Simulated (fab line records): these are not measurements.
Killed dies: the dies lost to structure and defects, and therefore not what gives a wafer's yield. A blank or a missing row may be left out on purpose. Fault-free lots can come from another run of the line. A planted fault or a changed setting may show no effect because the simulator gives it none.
fab line records    flow n5_finfet
record lots=11  wafers=33  last_day=17
route steps=1938 shown BEOL_M0@721 MIM_BOT_ETCH@1869 PAD_METAL@1895 PASSIVATION@1936
lots with no fault: from the same line, run without faults
start_h: hours from the record's first day to the start of the lot's first wafer shown    wait_h: how many hours have passed since the lot's step before this one    " unchanged from the row above    L1.1+2: several wafers, shown together as one row    - no value, or no start was given    * or withheld: withheld    < > ~ a bound
route shown NAME@n: a module of which the file shows steps, and the number in the route of the first    usual: average and standard deviation across the fault-free wafers    same: alike in all rows    chamber/n: place in a boat    sites: each site's reading    _std_site: standard deviation of those values    _edge_site: inner sites' mean taken away from outer sites' mean    radius_mm: how far each site lies from the wafer's centre    mask NAME#n: copy n    behind: the most recent tool/chamber to have shaped the wafer    hold: why the lot was held/for how many hours/how that ended    device: whichever transistor did not switch (one of n, p or np)    end of line: the same wafers' tests at the end of the route    a step with no rows: only its recipe    killed: count of dies lost to structure and defects at first sort (not the wafer's yield)    map: the dies of a wafer, with x for killed, . for not killed, _ for no die there
set.NAME: the setting the step ran with; set.NAME@STEP: the setting that earlier step ran with    model.NAME: the simulator's own value behind a step, which no gauge read
a sample of lots followed through the steps of the route, with each step as a table and each wafer as a row
services: the hour from which a tool's chamber was out of use, counted from the record's first day as start_h (under 0 if before that day), plus the number of hours and why
## steps
# step N5_BEOL_M0_TRENCH_ETCH_107
# recipe chemistry=C4F6/O2  target_depth_a=328  target=SiOC  time_s=16.4  ion_energy_ev=250  pressure_mtorr=30  source_w=355  bias_w=185  Ar_flow_sccm=300  C4F6_flow_sccm=10  O2_flow_sccm=10
# usual bias_w=185.0/0.54  drypump_motor_current_A=5.72/0.27  oes_o_777_au=0.81/0.088  oes_product_au=0.82/0.096  rf_vpp_V=668/13  showerhead_plenum_p_Torr=2.89/0.094  throttle_valve_pct=20.79/0.28
lot.wafer  tool         chamber  start_h  wait_h  bias_w  drypump_motor_current_A  oes_o_777_au  oes_product_au  rf_hours_counter_h  rf_vpp_V  showerhead_plenum_p_Torr  throttle_valve_pct
L762.2     rie_diel-04  0        126.88   0.0     184.7   5.42                     0.69          0.69            210                 676       2.83                      20.83
L762.3     "            1        "        "       185.2   6.05                     0.66          0.66            247                 664       2.90                      21.10
L762.5     "            3        "        "       184.7   6.02                     0.89          0.91            -                   694       3.03                      20.85
L763.1     rie_diel-04  0        129.30   0.0     185.8   5.44                     0.69          0.68            211                 676       2.83                      20.83
L763.4     "            1        "        "       184.1   6.01                     0.66          0.66            248                 664       2.90                      21.12
L763.5     "            2        "        "       185.5   5.48                     0.70          0.70            -                   658       2.71                      21.33
L764.3     rie_diel-06  1        141.02   0.0     184.5   5.61                     0.87          0.86            65                  679       2.79                      20.66
L764.5     "            0        "        "       185.0   5.59                     0.83          0.86            -                   664       3.01                      20.84
L764.6     "            3        "        "       184.5   5.29                     0.70          0.70            -                   653       2.94                      20.76
L766.2     rie_diel-05  3        154.04   0.0     184.3   5.92                     0.69          0.68            245                 650       2.83                      21.21
L766.4     "            0        "        "       185.2   5.61                     0.80          0.79            106                 665       2.86                      20.51
L766.6     "            2        "        "       184.8   6.12                     0.83          0.85            -                   658       2.88                      21.02
L768.2     rie_diel-05  0        157.52   0.0     185.1   5.60                     0.80          0.79            107                 665       2.86                      20.49
L768.3     "            3        "        "       185.0   5.92                     0.69          0.69            246                 649       2.83                      21.22
L768.5     "            3        "        "       184.6   5.90                     0.69          0.68            -                   649       2.83                      21.21
L769.4     rie_diel-06  2        166.36   0.0     185.4   5.75                     0.86          0.88            35                  690       3.04                      20.60
L769.5     "            0        "        "       184.5   5.59                     0.82          0.86            -                   664       3.00                      20.85
L769.6     "            3        "        "       185.1   5.27                     0.69          0.70            -                   655       2.93                      20.80
L770.2     rie_diel-04  1        176.09   0.0     185.4   6.01                     0.94          0.96            9                   665       2.90                      20.69
L770.3     "            3        "        "       184.9   6.03                     0.86          0.88            45                  695       3.03                      20.89
L770.5     "            3        "        "       185.3   6.03                     0.85          0.88            -                   695       3.02                      20.88
L772.2     rie_diel-05  0        186.08   0.0     185.1   5.58                     0.79          0.78            117                 666       2.85                      20.53
L772.3     "            1        "        "       184.6   5.81                     0.92          0.91            16                  664       2.91                      20.35
L772.6     "            0        "        "       184.4   5.56                     0.80          0.78            -                   666       2.85                      20.52
L773.2     rie_diel-04  0        187.06   0.0     184.0   5.42                     0.67          0.67            234                 676       2.82                      20.85
L773.3     "            2        "        "       185.5   5.44                     0.68          0.69            223                 655       2.71                      21.35
L773.4     "            3        "        "       184.9   6.02                     0.85          0.88            47                  692       3.02                      20.90
L774.1     rie_diel-04  1        199.43   0.0     185.2   6.03                     0.91          0.94            15                  665       2.89                      20.71
L774.2     "            2        "        "       185.4   5.47                     0.68          0.67            226                 656       2.70                      21.36
L774.6     "            0        "        "       184.2   5.46                     0.67          0.67            -                   675       2.82                      20.86
L777.2     rie_diel-04  2        225.35   0.0     185.0   5.45                     0.68          0.68            234                 658       2.70                      21.36
L777.3     "            0        "        "       184.3   5.45                     0.67          0.66            246                 676       2.81                      20.88
L777.4     "            1        "        "       185.0   6.05                     0.90          0.93            23                  666       2.89                      20.71
# step N5_MIM_BOT_ETCH_STRIP_01
# recipe chemistry=O2  power_w=600  temp_c=60  pressure_mtorr=30  rf_frequency_hz=6e+07  bias_power_w=0  overash_fraction=0.5  o2_flow_sccm=225
# usual drypump_motor_current_A=5.71/0.25  oes_product_au=0.81/0.05  rf_vpp_V=3.6/1.3  showerhead_plenum_p_Torr=2.11/0.066  throttle_valve_pct=16.50/0.24
lot.wafer  tool         chamber  start_h  wait_h  drypump_motor_current_A  oes_product_au  rf_hours_counter_h  rf_vpp_V  showerhead_plenum_p_Torr  throttle_valve_pct
L762.2     rie_diel-05  0        294.17   0.2     5.55                     0.75            155                 1.3       2.11                      16.58
L762.3     "            1        "        "       5.80                     0.85            54                  3.2       2.12                      16.14
L762.5     "            0        "        "       5.55                     0.74            -                   3.4       2.11                      16.55
L763.1     rie_diel-05  1        308.83   0.2     5.81                     0.84            63                  5.2       2.11                      16.17
L763.4     "            3        "        "       5.89                     0.87            -                   2.7       2.05                      16.51
L763.5     "            2        "        "       6.11                     0.79            -                   4.1       2.08                      16.79
L764.3     rie_diel-06  0        315.23   0.1     5.58                     0.80            97                  5.8       2.20                      16.69
L764.5     "            0        "        "       5.55                     0.80            -                   3.9       2.20                      16.70
L764.6     "            1        "        "       5.63                     0.77            -                   3.3       2.02                      16.53
L766.2     rie_diel-06  0        324.48   0.1     5.58                     0.81            101                 8.4       2.20                      16.72
L766.4     "            1        "        "       5.59                     0.76            130                 4.1       2.02                      16.56
L766.6     "            2        "        "       5.75                     0.80            -                   6.2       2.20                      16.32
L769.4     rie_diel-06  1        329.41   0.1     5.64                     0.79            131                 2.1       2.03                      16.57
L769.5     "            3        "        "       5.28                     0.89            -                   3.9       2.12                      16.06
L769.6     "            0        "        "       5.58                     0.80            -                   5.4       2.19                      16.74
L768.2     rie_diel-06  2        337.29   0.1     5.78                     0.81            98                  3.6       2.20                      16.34
L768.3     "            1        "        "       5.64                     0.77            135                 2.9       2.02                      16.56
L768.5     "            1        "        "       5.65                     0.76            -                   1.6       2.02                      16.54
L770.2     rie_diel-04  0        343.27   0.2     5.41                     0.91            27                  4.1       2.06                      16.31
L770.3     "            3        "        "       6.01                     0.82            96                  4.8       2.21                      16.73
L770.5     "            3        "        "       6.03                     0.82            -                   3.1       2.21                      16.72
L772.2     rie_diel-06  3        351.28   0.1     5.27                     0.89            53                  3.7       2.11                      16.10
L772.3     "            2        "        "       5.76                     0.81            102                 1.2       2.19                      16.31
L772.6     "            2        "        "       5.77                     0.81            -                   4.4       2.20                      16.32
L773.2     rie_diel-06  0        359.79   0.2     5.54                     0.80            112                 4.1       2.19                      16.76
L773.3     "            3        "        "       5.28                     0.86            55                  2.9       2.11                      16.12
L773.4     "            2        "        "       5.75                     0.81            104                 3.0       2.20                      16.37
L774.1     rie_diel-06  2        380.09   0.1     5.73                     0.79            111                 2.7       2.19                      16.35
L774.2     "            3        "        "       5.28                     0.84            63                  2.4       2.11                      16.04
L774.6     "            3        "        "       5.25                     0.86            -                   2.6       2.11                      16.11
L777.2     rie_diel-06  3        403.19   0.1     5.27                     0.84            70                  2.9       2.11                      16.13
L777.3     "            1        "        "       5.61                     0.74            154                 4.1       2.02                      16.58
L777.4     "            2        "        "       5.73                     0.79            118                 2.1       2.19                      16.36
# step N5_PASSIVATION_SPUTTER_20
# recipe material=TaN  target_thk_a=500  temp_c=25  chamber_pressure_pa=0.4
# usual throttle_valve_pct=30.9/0.97
lot.wafer  tool            chamber  start_h  wait_h  throttle_valve_pct
L762.2     pvd_sputter-02  -        299.82   0.0     31.7
L762.3     "               -        "        "       32.4
L762.5     "               -        "        "       31.4
L763.1     pvd_sputter-02  -        310.85   0.0     31.2
L763.4     "               -        "        "       30.1
L763.5     "               -        "        "       31.5
L764.3     pvd_sputter-02  -        317.69   0.0     32.3
L764.5     "               -        "        "       30.4
L764.6     "               -        "        "       31.5
L766.2     pvd_sputter-03  -        327.10   0.0     30.3
L766.4     "               -        "        "       31.0
L766.6     "               -        "        "       31.5
L769.4     pvd_sputter-03  -        331.92   0.0     28.7
L769.5     "               -        "        "       31.1
L769.6     "               -        "        "       31.3
L768.2     pvd_sputter-02  -        343.73   0.0     31.4
L768.3     "               -        "        "       30.1
L768.5     "               -        "        "       30.2
L770.2     pvd_sputter-02  -        349.66   0.0     31.6
L770.3     "               -        "        "       29.9
L770.5     "               -        "        "       30.0
L772.2     pvd_sputter-01  -        357.16   0.0     30.5
L772.3     "               -        "        "       29.5
L772.6     "               -        "        "       32.1
L773.2     pvd_sputter-02  -        363.84   0.0     30.3
L773.3     "               -        "        "       31.7
L773.4     "               -        "        "       30.2
L774.1     pvd_sputter-01  -        382.44   0.0     30.4
L774.2     "               -        "        "       32.1
L774.6     "               -        "        "       30.4
L777.2     pvd_sputter-02  -        406.54   0.0     32.3
L777.3     "               -        "        "       31.4
L777.4     "               -        "        "       30.3
# step N5_PASSIVATION_PROBE_49
# usual defect_limited_yield=91.1/1.4  killed_at_M0_to_M3=36/11  killed_at_M4_up=14/5.2  killed_at_contacts=12/6.1  killed_at_front_end=40/12  killed_at_other=3.2/2.5  killed_dies=105/16  killed_open=68/12  killed_short=35/8.7  sort_bin_5_function=5.2/0.89  sort_bin_6_memory=3.3/0.66  sort_n_pass=1074/16  sort_yield_pct=91.1/1.4
# same gross_dies=1180  killed_at_back_side=0  sort_bin_4_leakage[%]=0  sort_bin_8_speed[%]=0
lot.wafer  tool       chamber  start_h  wait_h  defect_limited_yield[%]  killed_at_M0_to_M3  killed_at_M4_up  killed_at_contacts  killed_at_front_end  killed_at_other  killed_dies  killed_open  killed_short  sort_bin_5_function[%]  sort_bin_6_memory[%]  sort_n_pass  sort_yield_pct[%]
L777.2     prober-01  -        412.03   0.1     93.8                     22                  10               6                   35                   0                73           49           24            3.0                     3.0                   1107         93.8
L777.3     prober-01  -        412.08   0.1     86.3                     115                 8                4                   31                   4                162          47           18            8.5                     3.9                   1018         86.3
L777.4     prober-01  -        412.13   0.2     92.0                     36                  13               10                  32                   3                94           60           34            5.3                     2.6                   1086         92.0
# killed by level:class
L777.2 FIN_SAQP:geometric_particle:short=13 FIN_SAQP:geometric_particle:open=7 BEOL_M0_SAQP:geometric_particle:open=7 STI_FIN_REVEAL:geometric_particle:open=6 MOL_CONTACT_COAG:geometric_particle:open=6 BEOL_M3:geometric_particle:open=6 STARTING-WAFER:geometric_particle:short=4 BEOL_M2:geometric_particle:open=3
L777.3 BEOL_M0:unspecified=97 FIN_SAQP:geometric_particle:open=7 STI_FIN_REVEAL:geometric_particle:open=7 DUMMY_GATE:geometric_particle:open=4 BEOL_M2:geometric_particle:open=4 BEOL_M3:geometric_particle:open=4 BEOL_M7:geometric_particle:open=3 FIN_SAQP:geometric_particle:short=3
L777.4 FIN_SAQP:geometric_particle:open=12 BEOL_M1:geometric_particle:open=8 MOL_CONTACT_COAG:geometric_particle:open=7 FIN_SAQP:geometric_particle:short=6 BEOL_M2:geometric_particle:open=6 BEOL_M3:geometric_particle:open=6 BEOL_M0_SAQP:geometric_particle:open=5 BEOL_M0_SAQP:geometric_particle:short=5
## services
tool            chamber  start_h  hours  kind
rie_diel-04     0        120.85   5.2    repair
rie_diel-04     1        135.28   -      clean
rie_diel-04     1        135.28   -      consumable_replace:focus_ring
rie_diel-04     1        135.28   16.8   scheduled_down
rie_diel-04     1        135.28   16.8   vent_cycle
pvd_sputter-03  -        168.35   2.5    repair
rie_diel-06     3        172.28   -      clean
rie_diel-06     3        172.28   -      consumable_replace:focus_ring
rie_diel-06     3        172.28   22.5   scheduled_down
rie_diel-06     3        172.28   22.5   vent_cycle
rie_diel-05     -        238.15   0.8    repair
rie_diel-04     0        238.47   -      clean
rie_diel-04     0        238.47   -      consumable_replace:focus_ring
rie_diel-04     0        238.47   12.6   scheduled_down
pvd_sputter-03  -        256.81   10.5   repair
rie_diel-04     -        292.12   28.1   pm
rie_diel-04     1        326.00   10.0   repair
rie_diel-05     0        329.85   3.2    repair
rie_diel-05     -        339.29   2.8    pm
rie_diel-04     -        341.02   0.3    repair
rie_diel-05     1        355.98   1.7    repair
rie_diel-04     -        391.12   0.2    repair
rie_diel-06     0        393.32   5.4    repair
pvd_sputter-02  -        394.73   1.5    repair
## key
first_sign step=N5_PASSIVATION_PROBE_49  reading=killed_at_M0_to_M3  direction=up  sigmas=7.4  usual=36  struck=115
effect step=N5_PASSIVATION_PROBE_49  reading=killed_dies  direction=up  sigmas=3.4  usual=105  struck=162
more_kills_born_at N5_BEOL_M0_TRENCH_ETCH_107@rie_diel-04=97
met_at N5_BEOL_M0_TRENCH_ETCH_107
struck_lots L777
struck_wafers L777.3
not_acting_at N5_MIM_BOT_ETCH_STRIP_01,N5_PASSIVATION_SPUTTER_20
onset_between 199.43 225.35
fault kind=chamber_particle_source  tool=rie_diel-04  chamber=0  onset_h=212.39  steps=N5_BEOL_M0_TRENCH_ETCH_107  rate_per_visit_cm2=0.45493  end_h=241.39
